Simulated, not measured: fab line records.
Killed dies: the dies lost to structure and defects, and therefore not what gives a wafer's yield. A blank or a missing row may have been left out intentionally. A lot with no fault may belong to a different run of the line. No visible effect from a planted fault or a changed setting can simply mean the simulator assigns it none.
fab line records	flow n5-finfet
[record] lots = 9	wafers = 27	last-day = 18
route steps=1938 shown SDB@359 DUMMY_REMOVAL@382 HKMG_FIN@403 BEOL_M4@1111
lots that met no fault: taken from a fault-free run of the same line
start-h: hours from the record's first day to the start of the lot's first wafer shown	wait-h: hours since the lot's step before	" as in the row above	L1.1+2: one row covering several wafers at once	- value missing, or start not given	* or withheld: withheld	< > ~ a bound
route shown NAME@n: a module of which the file shows steps, and the number in the route of the first	usual: average and standard deviation across the fault-free wafers	same: alike in all rows	chamber/n: place in a boat	sites: per-site readings	_std_site: standard deviation across them	_edge_site: mean of outer sites minus mean of inner sites	radius-mm: for every site, how far away it sits from the centre of the wafer	mask NAME#n: copy n	behind: tool/chamber where the wafer was last shaped	hold: reason for holding the lot/hours on hold/outcome of the hold	device: which transistor (n, p or np) failed to switch	end of line: the route-end tests of the same wafers	step lacking rows: just its recipe	killed: the dies lost at the first sort to structure and to defects; this is not the yield of the wafer	map: dies across one wafer; x = killed, . = not, _ = none there
set.NAME: setting as actually run; set.NAME@STEP: the setting as run at that earlier step	model.NAME: the simulator's own value behind a step, which no gauge read
route steps across a sampled set of lots; one table per step, one row per wafer
services: when a tool's chamber went out of use (start-h, in hours from the record's first day, below 0 if earlier), for how many hours, and the reason
[[steps]]
[step N5_SDB_DESCUM_16]
[recipe] chemistry = O2	time-s = 7.9	source-power-w = 50	bias-power-w = 20	pressure-mtorr = 20	rf-frequency-hz = 2.712e+07	temp-c = 40	resist = CAR-ArF	o2-flow-sccm = 225
[usual] drypump-motor-current-A = 5.8/0.41	oes-product-au = 0.82/0.075	rf-vpp-V = 243.3/1.3	showerhead-plenum-p-Torr = 2.10/0.062	throttle-valve-pct = 20.47/0.28
lot.wafer	tool	chamber	start-h	wait-h	drypump-motor-current-A	oes-product-au	rf-hours-counter-h	rf-vpp-V	showerhead-plenum-p-Torr	throttle-valve-pct
L621.1	rie-diel-03	0	72.48	0.0	6.0	0.75	183	245.6	2.18	20.73
L621.4	"	2	"	"	5.7	0.85	-	245.3	2.22	20.54
L621.5	"	3	"	"	5.1	0.73	-	241.7	2.00	20.55
L624.1	rie-diel-01	1	93.20	0.0	5.5	0.85	75	243.9	2.13	20.03
L624.5	"	0	"	"	5.4	1.00	-	241.8	2.05	20.61
L624.6	"	1	"	"	5.5	0.85	-	242.6	2.13	20.03
L631.1	rie-diel-06	2	129.20	0.4	6.8	0.76	158	244.6	2.09	20.84
L631.4	"	1	"	"	5.8	0.85	66	242.2	2.03	20.63
L631.5	"	1	"	"	5.8	0.84	-	241.7	2.03	20.65
L634.3	rie-diel-06	0	141.84	0.0	5.8	0.78	126	242.4	2.11	20.52
L634.5	"	2	"	"	6.8	0.75	-	243.5	2.09	20.85
L634.6	"	3	"	"	5.4	0.85	-	245.2	2.12	20.25
L639.1	rie-diel-01	1	176.02	0.0	5.5	0.81	108	244.1	2.11	20.10
L639.4	"	3	"	"	6.1	0.95	5	242.1	2.05	19.92
L639.5	"	3	"	"	6.1	0.94	-	241.6	2.05	19.91
L640.1	rie-diel-01	1	184.94	0.0	5.5	0.82	110	241.8	2.11	20.10
L640.4	"	0	"	"	5.5	0.89	35	243.9	2.04	20.67
L640.6	"	3	"	"	6.1	0.94	-	243.9	2.04	19.92
L642.3	rie-diel-06	1	194.33	0.2	5.8	0.82	86	243.4	2.02	20.67
L642.5	"	3	"	"	5.4	0.83	-	243.5	2.11	20.27
L642.6	"	2	"	"	6.8	0.74	-	242.7	2.08	20.87
L643.1	rie-diel-06	1	200.94	0.0	5.8	0.82	89	243.7	2.02	20.69
L643.3	"	3	"	"	5.4	0.83	93	242.9	2.11	20.29
L643.5	"	0	"	"	5.8	0.76	-	243.2	2.10	20.57
L644.2	rie-diel-01	3	206.38	0.3	6.1	0.92	14	242.7	2.04	19.93
L644.4	"	0	"	"	5.4	0.88	42	241.1	2.04	20.70
L644.6	"	0	"	"	5.4	0.88	-	243.0	2.04	20.69
[step N5_SDB_CMP_30]
[recipe] stop-on = poly-Si	t-overpolish-s = 1.54	post-cmp-clean = alkaline-brush	down-force-psi = 4.1491	platen-rpm = 51.796	pad-velocity-m-s = 1.0306	target-thk-nm = 30
[usual] motor-current-A = 12.1/1.5	overpolish-run-s = 1.542/0.011	time-to-endpoint-s = 17.5/2.2
lot.wafer	tool	chamber	start-h	wait-h	motor-current-A	overpolish-run-s	time-to-endpoint-s
L621.4	cmp-04	3	76.03	1.4	10.4	1.531	19.3
L621.1	"	0	"	"	12.8	1.546	21.3
L621.5	"	3	"	"	10.2	1.552	22.0
L624.1	cmp-04	0	98.48	1.5	13.7	1.542	16.8
L624.5	"	2	"	"	10.5	1.558	14.0
L624.6	"	3	"	"	10.5	1.542	16.2
L631.4	cmp-04	0	133.10	1.5	14.1	1.533	18.6
L631.1	"	1	"	"	11.3	1.534	14.4
L631.5	"	3	"	"	10.7	1.559	16.7
L634.3	cmp-02	1	145.49	1.4	13.5	1.564	21.6
L634.6	"	1	"	"	14.0	1.554	21.7
L634.5	"	2	"	"	14.6	1.550	18.9
L639.1	cmp-02	3	179.80	1.4	11.5	1.525	20.3
L639.4	"	1	"	"	14.2	1.528	17.0
L639.5	"	3	"	"	11.6	1.537	19.3
L640.4	cmp-02	1	188.47	1.4	14.5	1.535	17.7
L640.1	"	2	"	"	14.7	1.536	15.2
L640.6	"	2	"	"	13.2	1.530	17.4
L642.3	cmp-01	0	198.09	1.5	10.0	1.539	22.2
L642.5	"	1	"	"	11.9	1.547	22.5
L642.6	"	2	"	"	12.6	1.552	23.1
L643.1	cmp-01	0	204.47	1.4	9.6	1.537	17.9
L643.3	"	3	"	"	13.3	1.546	18.7
L643.5	"	0	"	"	9.8	1.549	16.3
L644.2	cmp-02	3	210.00	1.5	12.0	1.543	17.4
L644.4	"	0	"	"	10.9	1.555	12.5
L644.6	"	1	"	"	14.1	1.532	14.6
[step N5_DUMMY_REMOVAL_PRECLEAN_08]
[recipe] chemistry = NF3:NH3	afs-cycles = 2	temp-c = 30	time-s = 20	sublimation-temp-c = 180	sublimation-time-s = 60	pressure-torr = 3	rf-power-w = 30
[usual] temp-c = 29.98/0.11
lot.wafer	tool	chamber	start-h	wait-h	temp-c
L621.1	remote-plasma-01	1	76.61	0.0	29.98
L621.4	"	1	"	"	29.88
L621.5	"	1	"	"	29.92
L624.1	remote-plasma-01	1	98.99	0.0	30.04
L624.5	"	1	"	"	30.04
L624.6	"	1	"	"	30.07
L631.1	remote-plasma-02	1	133.62	0.0	30.29
L631.4	"	1	"	"	30.30
L631.5	"	1	"	"	30.37
L634.3	remote-plasma-01	1	146.14	0.1	29.95
L634.5	"	1	"	"	29.99
L634.6	"	1	"	"	30.23
L639.1	remote-plasma-01	0	180.47	0.0	30.07
L639.4	"	0	"	"	30.06
L639.5	"	0	"	"	29.94
L640.1	remote-plasma-01	1	189.05	0.0	30.18
L640.4	"	1	"	"	30.10
L640.6	"	1	"	"	30.08
L642.3	remote-plasma-01	0	198.67	0.1	29.96
L642.5	"	0	"	"	29.98
L642.6	"	0	"	"	29.98
L643.1	remote-plasma-02	0	205.06	0.0	29.82
L643.3	"	0	"	"	29.96
L643.5	"	0	"	"	29.90
L644.2	remote-plasma-02	0	210.54	0.1	29.98
L644.4	"	0	"	"	30.10
L644.6	"	0	"	"	30.14
[step N5_HKMG_FIN_ETCH_55]
[recipe] chemistry = N2/H2	target = SOC	target-depth-a = 2400	temp-c = 40	time-s = 300	ion-energy-ev = 200	mask-material = SiARC	pressure-mtorr = 30	source-w = 840	bias-w = 150	n2-flow-sccm = 200	h2-flow-sccm = 200
[usual] drypump-motor-current-A = 5.8/0.47	n2-flow-sccm = 200.0/0.6	oes-product-au = 0.80/0.073	rf-vpp-V = 524.5/2.5	showerhead-plenum-p-Torr = 2.56/0.089	throttle-valve-pct = 17.89/0.28
lot.wafer	tool	chamber	start-h	wait-h	drypump-motor-current-A	n2-flow-sccm	oes-product-au	rf-hours-counter-h	rf-vpp-V	showerhead-plenum-p-Torr	throttle-valve-pct
L621.1	rie-diel-06	1	78.20	0.0	5.8	199.4	0.88	49	521.5	2.48	18.07
L621.4	"	3	"	"	5.4	200.5	0.89	51	524.5	2.58	17.62
L621.5	"	2	"	"	6.8	200.5	0.78	-	523.7	2.54	18.08
L624.1	rie-diel-03	1	100.52	0.0	5.8	201.3	0.95	6	529.2	2.70	17.37
L624.5	"	1	"	"	5.8	200.5	0.95	-	528.0	2.70	17.34
L624.6	"	0	"	"	6.0	199.2	0.73	-	526.0	2.63	18.15
L631.1	rie-diel-03	3	135.07	0.0	5.1	199.2	0.71	205	519.8	2.41	17.97
L631.4	"	2	"	"	5.7	199.4	0.81	90	527.0	2.67	17.86
L631.5	"	1	"	"	5.8	199.5	0.92	-	528.4	2.70	17.39
L634.3	rie-diel-03	0	147.42	0.0	6.0	199.7	0.72	210	527.2	2.62	18.18
L634.5	"	3	"	"	5.1	199.4	0.70	-	521.3	2.41	17.95
L634.6	"	2	"	"	5.6	200.1	0.80	-	527.4	2.67	17.86
L639.1	rie-diel-06	0	181.93	0.0	5.8	200.6	0.76	139	524.7	2.55	17.88
L639.4	"	3	"	"	5.4	199.4	0.85	87	524.5	2.57	17.67
L639.5	"	2	"	"	6.8	200.2	0.74	-	524.6	2.52	18.13
L640.1	rie-diel-06	1	190.51	0.0	5.8	199.6	0.83	85	521.2	2.46	18.13
L640.4	"	0	"	"	5.8	200.2	0.77	142	523.9	2.55	17.89
L640.6	"	3	"	"	5.4	200.4	0.86	-	524.3	2.57	17.67
L642.3	rie-diel-01	1	200.28	0.0	5.5	199.2	0.81	114	524.3	2.56	17.48
L642.5	"	1	"	"	5.5	199.3	0.81	-	523.5	2.56	17.48
L642.6	"	0	"	"	5.5	200.3	0.87	-	521.7	2.49	18.24
L643.1	rie-diel-06	3	206.68	0.0	5.4	200.2	0.84	96	524.3	2.56	17.70
L643.3	"	2	"	"	6.9	199.8	0.74	187	523.5	2.52	18.15
L643.5	"	3	"	"	5.4	199.3	0.83	-	524.1	2.56	17.68
L644.2	rie-diel-03	3	212.24	0.0	5.1	200.1	0.69	231	519.9	2.40	18.00
L644.4	"	2	"	"	5.7	199.9	0.80	116	527.8	2.66	17.90
L644.6	"	1	"	"	5.8	200.4	0.88	-	528.1	2.69	17.45
[step N5_BEOL_M4_RC_MEAS_101]
[usual] DIBL_N = 36.3/1.2	DIBL_P = 36.3/1.4	IOFF_N = 0.157/0.02	IOFF_P = 0.22/0.033	ION_N = 675/9.6	ION_P = 465/8.2	SS_N = 71.4/0.45	SS_P = 73.3/0.54	VT_N = 249.8/2.5	VT_P = -249/3.2
lot.wafer	tool	chamber	start-h	wait-h	DIBL_N[mV/V]	DIBL_P[mV/V]	IOFF_N[nA/um]	IOFF_P[nA/um]	ION_N[uA/um]	ION_P[uA/um]	SS_N[mV/dec]	SS_P[mV/dec]	VT_N[mV]	VT_P[mV]
L621.1	prober-01	0	170.35	0.0	37.2	38.5	0.169	0.23	681	466	71.4	72.8	246.2	-249
L621.4	"	0	"	"	36.6	37.3	0.150	0.21	676	467	71.6	72.7	249.8	-251
L621.5	"	0	"	"	35.3	36.4	0.137	0.20	661	457	71.5	73.0	251.9	-252
L624.1	prober-01	0	215.64	0.0	36.5	35.2	0.145	0.20	677	465	71.7	73.1	253.5	-251
L624.5	"	0	"	"	37.5	37.4	0.176	0.24	690	477	71.7	73.4	246.0	-247
L624.6	"	0	"	"	36.6	34.6	0.138	0.19	674	460	71.2	73.4	252.7	-251
L631.1	prober-02	0	251.22	0.0	37.4	35.5	0.169	0.23	683	466	70.9	73.8	249.0	-249
L631.4	"	0	"	"	36.9	35.0	0.163	0.21	680	466	71.2	73.2	248.9	-247
L631.5	"	0	"	"	37.3	35.7	0.174	0.23	682	465	71.7	73.8	250.0	-247
L634.3	prober-01	0	252.24	0.3	34.5	34.8	0.155	0.19	679	468	71.6	73.8	249.4	-252
L634.5	"	0	"	"	34.2	34.3	0.146	0.18	681	459	70.7	72.8	247.7	-255
L634.6	"	0	"	"	33.8	34.0	0.141	0.17	670	459	71.5	72.9	248.8	-256
L639.1	prober-01	0	299.75	0.0	35.0	33.2	0.123	0.15	654	443	70.7	73.8	256.3	-256
L639.4	"	0	"	"	35.9	34.8	0.141	0.17	665	450	71.5	73.9	254.5	-258
L639.5	"	0	"	"	35.8	34.6	0.130	0.17	650	442	71.2	73.9	257.1	-256
L640.1	prober-02	0	300.57	0.2	35.0	35.5	0.126	0.18	653	459	70.5	72.8	254.0	-251
L640.4	"	0	"	"	35.4	36.4	0.127	0.19	661	460	71.3	73.2	254.7	-251
L640.6	"	0	"	"	34.6	35.6	0.115	0.18	658	459	70.8	73.1	254.7	-252
L643.1	prober-01	0	307.20	0.0	35.7	36.1	0.147	0.25	673	469	71.2	73.3	249.2	-246
L643.3	"	0	"	"	37.4	37.9	0.182	0.28	675	473	71.5	74.0	246.1	-245
L643.5	"	0	"	"	36.5	36.6	0.170	0.26	667	464	71.8	73.9	247.4	-246
L642.3	prober-02	0	315.34	0.3	37.2	37.3	0.186	0.26	691	481	71.4	74.0	247.1	-246
L642.5	"	0	"	"	37.1	36.7	0.174	0.25	683	473	71.6	74.1	249.6	-247
L642.6	"	0	"	"	35.9	34.6	0.154	0.22	689	474	70.7	73.9	253.2	-250
L644.2	prober-02	0	331.82	0.2	38.2	39.2	0.187	0.29	688	471	71.6	74.1	249.0	-242
L644.4	"	0	"	"	34.8	34.9	0.119	0.20	665	470	70.4	72.6	251.8	-248
L644.6	"	0	"	"	39.5	40.7	0.208	0.34	685	478	71.7	74.1	247.2	-243
[[services]]
tool	chamber	start-h	hours	kind
rie-diel-03	3	57.16	4.1	repair
rie-diel-03	-	65.58	0.2	repair
rie-diel-01	0	70.33	-	clean
rie-diel-01	0	70.33	-	consumable-replace:focus-ring
rie-diel-01	0	70.33	22.1	scheduled-down
rie-diel-01	0	70.33	22.1	vent-cycle
rie-diel-03	1	71.21	-	clean
rie-diel-03	1	71.21	-	consumable-replace:focus-ring
rie-diel-03	1	71.21	-	consumable-replace:showerhead
rie-diel-03	1	71.21	12.9	scheduled-down
rie-diel-03	1	71.21	12.9	vent-cycle
cmp-01	-	79.11	4.0	pm
rie-diel-01	3	105.15	7.8	repair
cmp-04	-	108.90	1.5	repair
cmp-01	-	122.73	1.6	repair
cmp-01	-	132.47	1.0	repair
rie-diel-01	3	137.44	-	clean
rie-diel-01	3	137.44	-	consumable-replace:focus-ring
cmp-01	-	151.87	0.2	repair
cmp-02	-	174.22	1.1	repair
rie-diel-06	-	174.50	0.2	repair
rie-diel-03	1	191.39	1.3	repair
cmp-04	-	192.11	4.0	pm
cmp-02	-	211.14	20.4	pm
[[key]]
[first-sign] step = N5_DUMMY_REMOVAL_PRECLEAN_08	reading = temp-c	direction = up	sigmas = 3.2	usual = *	struck = *
effect none on later readings
met-at N5_DUMMY_REMOVAL_PRECLEAN_08
struck-lots L631
struck-wafers L631.1,L631.4,L631.5
not-acting-at N5_SDB_DESCUM_16,N5_SDB_CMP_30,N5_HKMG_FIN_ETCH_55
[fault] kind = process-parameter-drift	tool = remote-plasma-02	chamber = 1	onset-h = 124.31	steps = N5_DUMMY_REMOVAL_PRECLEAN_08	channel = temp-c	offset = *	shape = step	end-h = 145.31	acts-in = *	stated = *
